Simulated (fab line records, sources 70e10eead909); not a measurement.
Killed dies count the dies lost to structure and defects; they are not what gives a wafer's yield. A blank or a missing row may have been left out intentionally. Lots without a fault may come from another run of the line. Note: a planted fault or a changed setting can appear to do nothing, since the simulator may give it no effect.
fab line records	flow nand-harc
[record] lots = 5	wafers = 15	last-day = 32
route steps=1302 shown A_SLIT@942 A_SIN_REMOVE@947 A_WL_FILL@952 END@1302
lots that met no fault: from a run of the same line without faults
start-h: hours from the record's first day to the start of the lot's first wafer shown	wait-h: time in hours since the lot's previous step	" unchanged from the row above	L1.1+2: a single row standing in for several wafers	- no value present, or no start provided	* or withheld: withheld	< > ~ a bound
route shown NAME@n: NAME is a module with steps in the file, n the number in the route of the first one	usual: mean/standard deviation taken from wafers without a fault	same: alike in all rows	chamber/n: place in a boat	sites: per-site readings	_std_site: their standard deviation	_edge_site: inner sites' mean taken away from outer sites' mean	radius-mm: how far each site lies from the wafer's centre	mask NAME#n: copy n	behind: the most recent tool/chamber to have shaped the wafer	hold: why the lot went on hold/how many hours it stayed there/how the hold came to an end	device: whichever transistor did not switch (one of n, p or np)	end of line: at the end of the route, the tests of the same wafers	for a step that has no rows: nothing shown but its recipe	killed: dies lost to structure and defects at the first sort, not the wafer's yield	map: a wafer's dies, marking killed ones x, the rest . and places with no die _
set.NAME: the run value of the setting; set.NAME@STEP: its run value at that earlier step	model.NAME: the simulator's own value behind a step, which no gauge read
lots at some steps of the route; a table a step, a row a wafer
services: from which hour (start-h, from the record's first day; less than 0 if before it) a tool's chamber was out of use, for how many hours, and why
[[steps]]
[step NHARC_A_SLIT_ETCH_29]
[recipe] target-depth-a = 1000	overetch-a = 100	time-s = 55	ion-energy-ev = 100	cf4-flow-sccm = 80	o2-flow-sccm = 20	ar-flow-sccm = 0	rf-w = 300	bias-w = 100	chemistry = CF4/O2
[usual] bias-w = 100.04/0.28	drypump-motor-current-A = 5.7/0.56	oes_o_777_au = 1.000/0.0044	oes-product-au = 1.000/0.0084	rf-vpp-V = 197.7/1.5	showerhead-plenum-p-Torr = 1.33/0.058	throttle-valve-pct = 13.396/0.0094
[same] time-s = 55
lot.wafer	tool	chamber	start-h	wait-h	bias-w	drypump-motor-current-A	oes_o_777_au	oes-product-au	rf-hours-counter-h	rf-vpp-V	showerhead-plenum-p-Torr	throttle-valve-pct
L366.2	rie-diel-03	1	481.12	0.1	100.53	4.8	0.994	0.980	2	196.8	1.28	13.407
L366.1	"	3	"	"	99.75	6.6	1.006	0.989	2	198.7	1.32	13.388
L366.5	"	1	"	"	100.51	4.8	0.997	0.990	-	196.1	1.28	13.397
L368.2	rie-diel-03	1	513.41	0.1	100.18	4.8	1.002	0.992	3	196.5	1.28	13.402
L368.4	"	1	"	"	100.20	4.8	0.993	0.994	-	197.3	1.28	13.390
L368.5	"	3	"	"	99.73	6.6	0.998	0.995	-	196.8	1.32	13.401
L370.1	rie-diel-03	1	527.39	0.1	100.34	4.8	1.010	1.010	3	197.2	1.28	13.393
L370.3	"	2	"	"	100.96	5.7	1.000	0.998	3	196.2	1.25	13.404
L370.5	"	1	"	"	100.28	4.8	1.001	0.999	-	195.6	1.28	13.409
L371.1	rie-diel-07	2	552.69	0.1	99.52	5.9	0.995	1.000	5	199.6	1.37	13.387
L371.2	"	0	"	"	100.12	5.8	1.001	0.996	5	199.2	1.39	13.411
L371.5	"	2	"	"	99.99	5.9	0.995	0.994	-	198.8	1.37	13.389
L384.1	rie-diel-03	3	667.01	0.1	100.19	6.6	1.001	1.000	1	198.2	1.32	13.388
L384.4	"	0	"	"	100.08	5.2	1.000	0.989	-	198.4	1.28	13.400
L384.5	"	1	"	"	99.93	4.8	1.005	1.001	-	195.9	1.28	13.402
[step NHARC_A_SLIT_STRIP_18]
[recipe] o2-flow-sccm = 500	ar-flow-sccm = 0	bias-w = 0	chemistry = O2
[usual] drypump-motor-current-A = 5.7/0.56	oes-product-au = 1.003/0.0083	rf-vpp-V = 57.8/0.85	showerhead-plenum-p-Torr = 3.51/0.15	throttle-valve-pct = 17.036/0.0095
[same] bias-w = 0
lot.wafer	tool	chamber	start-h	wait-h	drypump-motor-current-A	oes-product-au	rf-hours-counter-h	rf-vpp-V	showerhead-plenum-p-Torr	throttle-valve-pct
L366.1	rie-diel-03	3	-	-	6.6	0.991	2	55.8	3.48	17.042
L366.2	"	0	"	"	5.2	0.997	3	57.2	3.38	17.039
L366.5	"	1	"	"	4.9	1.003	-	56.7	3.38	17.017
L368.2	rie-diel-03	2	-	-	5.7	1.009	3	56.5	3.32	17.027
L368.5	"	2	"	"	5.7	0.990	-	57.4	3.32	17.041
L368.4	"	1	"	"	4.9	0.997	-	56.7	3.38	17.032
L370.1	rie-diel-03	1	-	-	4.8	0.992	3	58.1	3.38	17.028
L370.3	"	3	"	"	6.6	0.998	3	56.9	3.48	17.032
L370.5	"	1	"	"	4.8	0.998	-	58.0	3.38	17.036
L371.1	rie-diel-07	3	-	-	5.2	1.004	5	58.5	3.75	17.043
L371.2	"	1	"	"	6.2	1.022	3	58.0	3.71	17.035
L371.5	"	3	"	"	5.2	1.009	-	58.5	3.75	17.026
L384.1	rie-diel-03	0	-	-	5.2	1.003	1	58.6	3.38	17.034
L384.4	"	3	"	"	6.6	1.006	-	57.7	3.48	17.041
L384.5	"	1	"	"	4.8	1.008	-	58.4	3.38	17.034
[step NHARC_A_SLIT_PRECLEAN_19]
[recipe] time-s = *	temp-c = 50	bath-age-min = 0	chemistry = SC1
[step NHARC_A_SLIT_SRD_20]
[step NHARC_A_SLIT_CD_MEAS_21]
[usual] cd-nm = 289.4/0.77
lot.wafer	tool	chamber	start-h	wait-h	cd-nm
L366.1	cd-sem-01	-	481.65	-	289.0
L366.2	"	-	"	"	289.3
L366.5	"	-	"	"	290.6
L368.2	cd-sem-03	-	514.01	-	290.0
L368.4	"	-	"	"	290.2
L368.5	"	-	"	"	290.1
L370.1	cd-sem-02	-	527.98	-	289.5
L370.3	"	-	"	"	287.7
L370.5	"	-	"	"	289.7
L371.1	cd-sem-03	-	553.23	-	289.8
L371.2	"	-	"	"	288.3
L371.5	"	-	"	"	289.6
L384.1	cd-sem-02	-	667.61	-	289.8
L384.4	"	-	"	"	290.0
L384.5	"	-	"	"	289.8
[step NHARC_A_SIN_REMOVE_WET_00]
[recipe] temp-c = 160	time-s = 15300	chemistry = H3PO4
[step NHARC_A_SIN_REMOVE_PRECLEAN_01]
[recipe] time-s = *	temp-c = 50	bath-age-min = 0	chemistry = SC1
[step NHARC_A_SIN_REMOVE_SRD_02]
[step NHARC_A_SIN_REMOVE_INSPECT_04]
[usual] raw-defect-count = 385/77
lot.wafer	tool	chamber	start-h	wait-h	raw-defect-count
L366.1	defect-inspect-02	-	488.22	0.0	407
L366.2	"	-	"	"	526
L366.5	"	-	"	"	478
L368.2	defect-inspect-02	-	520.69	0.0	376
L368.4	"	-	"	"	342
L368.5	"	-	"	"	374
L370.1	defect-inspect-02	-	534.60	0.0	299
L370.3	"	-	"	"	339
L370.5	"	-	"	"	438
L371.1	defect-inspect-02	-	559.81	0.0	538
L371.2	"	-	"	"	435
L371.5	"	-	"	"	634
L384.1	defect-inspect-02	-	674.36	0.0	280
L384.4	"	-	"	"	268
L384.5	"	-	"	"	391
[step NHARC_A_WL_FILL_ALD_00]
[recipe] target-thk-a = 30	pulse-time-s = 3	ald-cycles = 30	temp-c = 300	material = Al2O3
[usual] ald-cycles = 30/0	heater-power-w = 459/42	precursor-pulse-height-rel = 1.001/0.02	susceptor-temp-C = 300.01/0.19
lot.wafer	tool	chamber	start-h	wait-h	ald-cycles	heater-power-w	precursor-pulse-height-rel	susceptor-temp-C
L366.1	ald-hk-04	1	488.29	0.1	30	447	1.028	300.02
L366.2	"	3	"	"	30	578	1.019	299.64
L366.5	"	2	"	"	30	483	1.005	300.23
L368.4	ald-hk-02	3	520.81	0.1	30	457	0.997	300.05
L368.2	"	0	"	"	30	459	1.004	299.90
L368.5	"	1	"	"	30	451	1.016	299.86
L370.1	ald-hk-01	2	535.61	1.0	30	453	0.974	299.86
L370.3	"	1	"	"	30	474	1.049	300.10
L370.5	"	2	"	"	30	449	0.995	300.01
L371.2	ald-hk-04	2	559.93	0.1	30	470	0.989	300.25
L371.1	"	3	"	"	30	581	0.999	299.94
L371.5	"	0	"	"	30	473	0.987	299.98
L384.1	ald-hk-01	3	674.97	0.6	30	445	1.025	300.21
L384.4	"	0	"	"	30	508	1.001	300.03
L384.5	"	3	"	"	30	436	0.982	300.24
[step NHARC_A_WL_FILL_RTA_01]
[recipe] temp-c = 1000	time-s = 5
[usual] lamp-power-pct = 30.11/0.095	lamp_zone_4_pct = 30.11/0.095	lamp_zone_6_pct = 30.05/0.096	wafer_temp_C_max = 1003.7/0.85
[same] time-s = 5
lot.wafer	tool	chamber	start-h	wait-h	lamp-power-pct	lamp_zone_4_pct	lamp_zone_6_pct	wafer_temp_C_max
L366.1	rtp-anneal-01	0	488.55	-	30.22	30.25	30.15	1004.3
L366.2	"	0	"	"	30.22	30.21	30.10	1003.7
L366.5	"	0	"	"	30.23	30.18	30.17	1002.7
L368.2	rtp-anneal-02	0	521.06	-	30.03	29.99	29.94	1003.8
L368.4	"	0	"	"	30.03	30.02	29.96	1003.3
L368.5	"	0	"	"	30.00	30.02	30.00	1003.6
L370.1	rtp-anneal-01	0	536.05	0.4	30.20	30.23	30.20	1002.6
L370.3	"	0	"	"	30.19	30.22	30.19	1002.4
L370.5	"	0	"	"	30.26	30.20	30.17	1003.4
L371.1	rtp-anneal-02	0	560.14	-	30.03	30.02	29.97	1004.3
L371.2	"	0	"	"	29.97	29.98	29.94	1005.6
L371.5	"	0	"	"	30.05	30.06	30.00	1004.2
L384.1	rtp-anneal-02	0	675.23	-	30.00	30.02	29.94	1005.5
L384.4	"	0	"	"	30.02	30.06	30.01	1004.4
L384.5	"	0	"	"	30.05	30.03	29.97	1003.4
[step NHARC_A_WL_FILL_ALD_02]
[recipe] target-thk-a = 20	pulse-time-s = 3	ald-cycles = 100	temp-c = 450	material = TiN
[usual] ald-cycles = 100/0	heater-power-w = 1066/140	precursor-pulse-height-rel = 0.999/0.02	susceptor-temp-C = 450.00/0.22
lot.wafer	tool	chamber	start-h	wait-h	ald-cycles	heater-power-w	precursor-pulse-height-rel	susceptor-temp-C
L366.1	ald-metal-01	2	488.77	0.2	100	933	1.003	450.15
L366.2	"	3	"	"	100	1128	1.004	449.97
L366.5	"	2	"	"	100	933	0.995	449.55
L368.2	ald-metal-02	0	521.25	0.2	100	1067	1.004	449.70
L368.4	"	3	"	"	100	1288	0.997	450.13
L368.5	"	1	"	"	100	898	0.958	450.00
L370.3	ald-metal-01	2	536.27	0.1	100	938	0.967	449.82
L370.1	"	3	"	"	100	1168	1.023	450.52
L370.5	"	3	"	"	100	1145	0.953	450.12
L371.2	ald-metal-04	0	560.40	0.2	100	1000	0.992	450.34
L371.1	"	1	"	"	100	950	1.013	449.80
L371.5	"	3	"	"	100	1231	1.002	449.69
L384.4	ald-metal-04	1	675.45	0.1	44	929	0.983	450.18
L384.1	"	2	"	"	100	1254	0.994	449.82
L384.5	"	1	"	"	100	934	0.996	449.96
[step NHARC_END_SORT_01]
[recipe] temp-c = 25
[usual] killed-at-array = 58/18	killed-at-other = 1.0/1.5	killed-at-periphery = 4/3.1	killed-dies = 64/18	killed-open = 3.4/1.9	killed-short = 2.7/1.7
[same] gross-dies = 677
lot.wafer	tool	chamber	start-h	wait-h	killed-at-array	killed-at-other	killed-at-periphery	killed-dies	killed-open	killed-short
L384.4	prober-01	0	779.14	3.4	673	0	4	677	1	5
// killed by level:class
L384.4 A_WL_FILL:area-ald=633 A_CHANNEL_HOLE_D1:chamber-film-flake=13 A_SLIT:chamber-film-flake=7 A_CONTACT:chamber-film-flake=7 P_GATE:chamber-film-flake=2 A_CHANNEL_HOLE_D2:chamber-film-flake=2 A_STAIRCASE:chamber-film-flake=2 A_BONDPAD:chamber-film-flake=2
// map L384.4 (x killed, . not)
____________x____________
_________xxxxxxx_________
_______xxxxxxxxxxx_______
______xxxxxxxxxxxxx______
_____xxxxxxxxxxxxxxx_____
____xxxxxxxxxxxxxxxxx____
____xxxxxxxxxxxxxxxxx____
___xxxxxxxxxxxxxxxxxxx___
___xxxxxxxxxxxxxxxxxxx___
__xxxxxxxxxxxxxxxxxxxxx__
__xxxxxxxxxxxxxxxxxxxxx__
_xxxxxxxxxxxxxxxxxxxxxxx_
_xxxxxxxxxxxxxxxxxxxxxxx_
_xxxxxxxxxxxxxxxxxxxxxxx_
_xxxxxxxxxxxxxxxxxxxxxxx_
_xxxxxxxxxxxxxxxxxxxxxxx_
xxxxxxxxxxxxxxxxxxxxxxxxx
xxxxxxxxxxxxxxxxxxxxxxxxx
xxxxxxxxxxxxxxxxxxxxxxxxx
xxxxxxxxxxxxxxxxxxxxxxxxx
xxxxxxxxxxxxxxxxxxxxxxxxx
_xxxxxxxxxxxxxxxxxxxxxxx_
_xxxxxxxxxxxxxxxxxxxxxxx_
_xxxxxxxxxxxxxxxxxxxxxxx_
_xxxxxxxxxxxxxxxxxxxxxxx_
_xxxxxxxxxxxxxxxxxxxxxxx_
__xxxxxxxxxxxxxxxxxxxxx__
__xxxxxxxxxxxxxxxxxxxxx__
___xxxxxxxxxxxxxxxxxxx___
___xxxxxxxxxxxxxxxxxxx___
____xxxxxxxxxxxxxxxxx____
____xxxxxxxxxxxxxxxxx____
_____xxxxxxxxxxxxxxx_____
______xxxxxxxxxxxxx______
_______xxxxxxxxxxx_______
_________xxxxxxx_________
____________x____________
// map L371.1 (x killed, . not)
____________.____________
_________......._________
_______.x........._______
______x....x.......______
_____xxx............_____
____............x.x..____
____.................____
___x.....x...x.x...x..___
___.x.........xxxxxx..___
__.............xxx.xx..__
__............xxx.xxx..__
_.........x....xx.x....._
_x..............xxxxx..._
_.......x.....xxxxxx...._
_..................x...._
_..x...x.........x......_
.........................
.........................
.........................
.........................
.........x...............
_.....x................._
_......................._
_......xxxx............._
_.......xxxx............_
_.....xx.xxx............_
__..x..xxx.............__
__.....xxxx............__
___....xx.xx..........___
___..xxxxxxx.x........___
____...x.x.xx........____
____....x.xx.........____
_____.xxxxx........._____
______....x........______
_______..x....x..._______
_________......._________
____________.____________
[[services]]
tool	chamber	start-h	hours	kind
rie-diel-03	-	458.30	9.0	pm
rie-diel-03	3	468.82	3.8	repair
rie-diel-07	-	471.24	9.0	pm
ald-metal-04	-	474.00	10.0	pm
rie-diel-03	-	481.59	1.0	repair
ald-hk-01	-	484.91	10.0	pm
ald-metal-01	2	491.18	8.7	repair
rie-diel-03	0	506.16	22.1	repair
ald-metal-01	-	526.00	10.0	pm
ald-hk-02	-	527.39	10.0	pm
ald-metal-04	2	533.85	17.8	repair
ald-metal-01	0	541.55	8.4	repair
rie-diel-07	1	543.46	2.5	repair
ald-metal-04	-	553.49	0.2	repair
rie-diel-07	0	560.11	10.3	repair
rie-diel-07	-	568.61	0.5	repair
rie-diel-03	-	607.11	0.4	repair
ald-metal-02	-	610.00	10.0	pm
rie-diel-03	-	635.30	9.0	pm
rie-diel-07	-	648.24	9.0	pm
ald-hk-01	-	650.06	0.8	repair
ald-metal-04	-	652.00	10.0	pm
rie-diel-03	2	662.16	7.8	repair
ald-hk-01	-	662.91	10.0	pm
[[key]]
[first-sign] step = NHARC_A_WL_FILL_ALD_02	reading = ald-cycles	direction = down	sigmas = 99+	usual = 100	struck = 44
[effect] step = NHARC_END_SORT_01	reading = killed-at-array	direction = up	sigmas = 35	usual = 58	struck = 673
[more-kills-born-at] NHARC_A_WL_FILL_ALD_02@ald-metal-04 = 633
met-at NHARC_A_WL_FILL_ALD_02
struck-wafers L384.4
later-rows-left-out L384.4
tester-left-out L384
onset-between 560.40 675.45
[fault] kind = process-parameter-drift	tool = ald-metal-04	chamber = -	onset-h = 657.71	steps = NHARC_A_WL_FILL_ALD_02	channel = ald-cycles	offset = -56	shape = step	end-h = 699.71	scope = struck-wafers-only	acts-in = these-recipes-only	stated = 100
// tester-left-out: of these lots the tester's yield and bins aren't shown, on N5 and GAA mostly nor the transistor test; their killed dies are dies lost to structure and defects alone, not to doping, threshold or leakage, so they don't give the yield
// later-rows-left-out: the simulator's readings of these wafers behind a module that went badly wrong aren't trusted and aren't shown, but for the sort
